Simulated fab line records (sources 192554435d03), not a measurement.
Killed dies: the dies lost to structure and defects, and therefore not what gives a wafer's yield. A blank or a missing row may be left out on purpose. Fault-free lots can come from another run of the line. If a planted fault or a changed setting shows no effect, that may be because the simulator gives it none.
Matching of chambers || flow n5-finfet || N5_MOL_CONTACT_COAG_DESCUM_13 on rie-diel-01: 4 sister chambers
The step chemistry O2, time 7 s. 20 wafers are shown with their chamber, then 10 later ones without.

## WAFERS PAIRED WITH THEIR CHAMBERS
{"wafer": "L084.1", "chamber": 0, "throttle-valve-pct (%)": 20.17, "showerhead-plenum-p-Torr (Torr)": 2.06, "oes-product-au (a.u.)": 0.74}
{"wafer": "L084.2", "chamber": 3, "throttle-valve-pct (%)": 20.18, "showerhead-plenum-p-Torr (Torr)": 2.03, "oes-product-au (a.u.)": 0.91}
{"wafer": "L084.3", "chamber": 1, "throttle-valve-pct (%)": 21.05, "showerhead-plenum-p-Torr (Torr)": 2.03, "oes-product-au (a.u.)": 0.73}
{"wafer": "L085.2", "chamber": 3, "throttle-valve-pct (%)": 20.18, "showerhead-plenum-p-Torr (Torr)": 2.03, "oes-product-au (a.u.)": 0.89}
{"wafer": "L085.3", "chamber": 1, "throttle-valve-pct (%)": 21.07, "showerhead-plenum-p-Torr (Torr)": 2.03, "oes-product-au (a.u.)": 0.73}
{"wafer": "L085.6", "chamber": 3, "throttle-valve-pct (%)": 20.18, "showerhead-plenum-p-Torr (Torr)": 2.03, "oes-product-au (a.u.)": 0.89}
{"wafer": "L086.3", "chamber": 1, "throttle-valve-pct (%)": 21.07, "showerhead-plenum-p-Torr (Torr)": 2.02, "oes-product-au (a.u.)": 0.72}
{"wafer": "L086.4", "chamber": 0, "throttle-valve-pct (%)": 20.18, "showerhead-plenum-p-Torr (Torr)": 2.06, "oes-product-au (a.u.)": 0.73}
{"wafer": "L086.6", "chamber": 0, "throttle-valve-pct (%)": 20.15, "showerhead-plenum-p-Torr (Torr)": 2.06, "oes-product-au (a.u.)": 0.73}
{"wafer": "L088.3", "chamber": 2, "throttle-valve-pct (%)": 20.22, "showerhead-plenum-p-Torr (Torr)": 2.13, "oes-product-au (a.u.)": 0.96}
{"wafer": "L088.4", "chamber": 2, "throttle-valve-pct (%)": 20.20, "showerhead-plenum-p-Torr (Torr)": 2.13, "oes-product-au (a.u.)": 0.97}
{"wafer": "L088.6", "chamber": 0, "throttle-valve-pct (%)": 20.18, "showerhead-plenum-p-Torr (Torr)": 2.06, "oes-product-au (a.u.)": 0.73}
{"wafer": "L089.1", "chamber": 1, "throttle-valve-pct (%)": 21.08, "showerhead-plenum-p-Torr (Torr)": 2.02, "oes-product-au (a.u.)": 0.73}
{"wafer": "L089.3", "chamber": 0, "throttle-valve-pct (%)": 20.18, "showerhead-plenum-p-Torr (Torr)": 2.06, "oes-product-au (a.u.)": 0.73}
{"wafer": "L089.4", "chamber": 2, "throttle-valve-pct (%)": 20.20, "showerhead-plenum-p-Torr (Torr)": 2.13, "oes-product-au (a.u.)": 0.97}
{"wafer": "L090.2", "chamber": 3, "throttle-valve-pct (%)": 20.20, "showerhead-plenum-p-Torr (Torr)": 2.03, "oes-product-au (a.u.)": 0.89}
{"wafer": "L090.5", "chamber": 2, "throttle-valve-pct (%)": 20.22, "showerhead-plenum-p-Torr (Torr)": 2.13, "oes-product-au (a.u.)": 0.95}
{"wafer": "L090.6", "chamber": 1, "throttle-valve-pct (%)": 21.07, "showerhead-plenum-p-Torr (Torr)": 2.02, "oes-product-au (a.u.)": 0.71}
{"wafer": "L092.1", "chamber": 0, "throttle-valve-pct (%)": 20.20, "showerhead-plenum-p-Torr (Torr)": 2.05, "oes-product-au (a.u.)": 0.72}
{"wafer": "L092.2", "chamber": 1, "throttle-valve-pct (%)": 21.07, "showerhead-plenum-p-Torr (Torr)": 2.02, "oes-product-au (a.u.)": 0.71}

SIGNATURES (means of the wafers above)
{"reading": "throttle-valve-pct", "chamber 0": 20.1767, "chamber 1": 21.0683, "chamber 2": 20.2100, "chamber 3": 20.1850, "scatter within a chamber": 0.0125}
{"reading": "showerhead-plenum-p-Torr", "chamber 0": 2.0583, "chamber 1": 2.0233, "chamber 2": 2.1300, "chamber 3": 2.0300, "scatter within a chamber": 0.00368}
{"reading": "oes-product-au", "chamber 0": 0.7300, "chamber 1": 0.7217, "chamber 2": 0.9625, "chamber 3": 0.8950, "scatter within a chamber": 0.00887}
Rule: for each reading, subtract the chamber's mean from the wafer's reading, divide by that reading's scatter and square the result; add these up over the readings and take the root, which gives the wafer's distance from the chamber. If the next closest chamber is less than 2 further off than the closest, the wafer can't be placed; otherwise it belongs to the closest. The scatter: take each reading less its chamber's mean, square it, sum over the shown wafers, divide by the number of wafers less the number of chambers, and take the root.

## WAFERS WHOSE CHAMBER IS MISSING
{"wafer": "L092.5", "throttle-valve-pct (%)": 20.20, "showerhead-plenum-p-Torr (Torr)": 2.05, "oes-product-au (a.u.)": 0.72}
{"wafer": "L094.2", "throttle-valve-pct (%)": 20.21, "showerhead-plenum-p-Torr (Torr)": 2.05, "oes-product-au (a.u.)": 0.71}
{"wafer": "L094.3", "throttle-valve-pct (%)": 20.20, "showerhead-plenum-p-Torr (Torr)": 2.03, "oes-product-au (a.u.)": 0.86}
{"wafer": "L094.6", "throttle-valve-pct (%)": 20.21, "showerhead-plenum-p-Torr (Torr)": 2.05, "oes-product-au (a.u.)": 0.72}
{"wafer": "L095.1", "throttle-valve-pct (%)": 20.22, "showerhead-plenum-p-Torr (Torr)": 2.13, "oes-product-au (a.u.)": 0.92}
{"wafer": "L095.2", "throttle-valve-pct (%)": 20.20, "showerhead-plenum-p-Torr (Torr)": 2.03, "oes-product-au (a.u.)": 0.87}
{"wafer": "L095.3", "throttle-valve-pct (%)": 21.09, "showerhead-plenum-p-Torr (Torr)": 2.02, "oes-product-au (a.u.)": 0.71}
{"wafer": "L096.1", "throttle-valve-pct (%)": 20.21, "showerhead-plenum-p-Torr (Torr)": 2.02, "oes-product-au (a.u.)": 0.87}
{"wafer": "L096.4", "throttle-valve-pct (%)": 20.20, "showerhead-plenum-p-Torr (Torr)": 2.05, "oes-product-au (a.u.)": 0.71}
{"wafer": "L096.5", "throttle-valve-pct (%)": 20.21, "showerhead-plenum-p-Torr (Torr)": 2.03, "oes-product-au (a.u.)": 0.87}

## EACH ONE'S CHAMBER
{"wafer": "L092.5", "from the rows above": 0, "in truth": 0}
{"wafer": "L094.2", "from the rows above": 0, "in truth": 0}
{"wafer": "L094.3", "from the rows above": 3, "in truth": 3}
{"wafer": "L094.6", "from the rows above": 0, "in truth": 0}
{"wafer": "L095.1", "from the rows above": 2, "in truth": 2}
{"wafer": "L095.2", "from the rows above": 3, "in truth": 3}
{"wafer": "L095.3", "from the rows above": 1, "in truth": 1}
{"wafer": "L096.1", "from the rows above": 3, "in truth": 3}
{"wafer": "L096.4", "from the rows above": 0, "in truth": 0}
{"wafer": "L096.5", "from the rows above": 3, "in truth": 3}
Correctly placed: 10 of 10. Number that these rows cannot place: 0. Wrongly placed: 0.
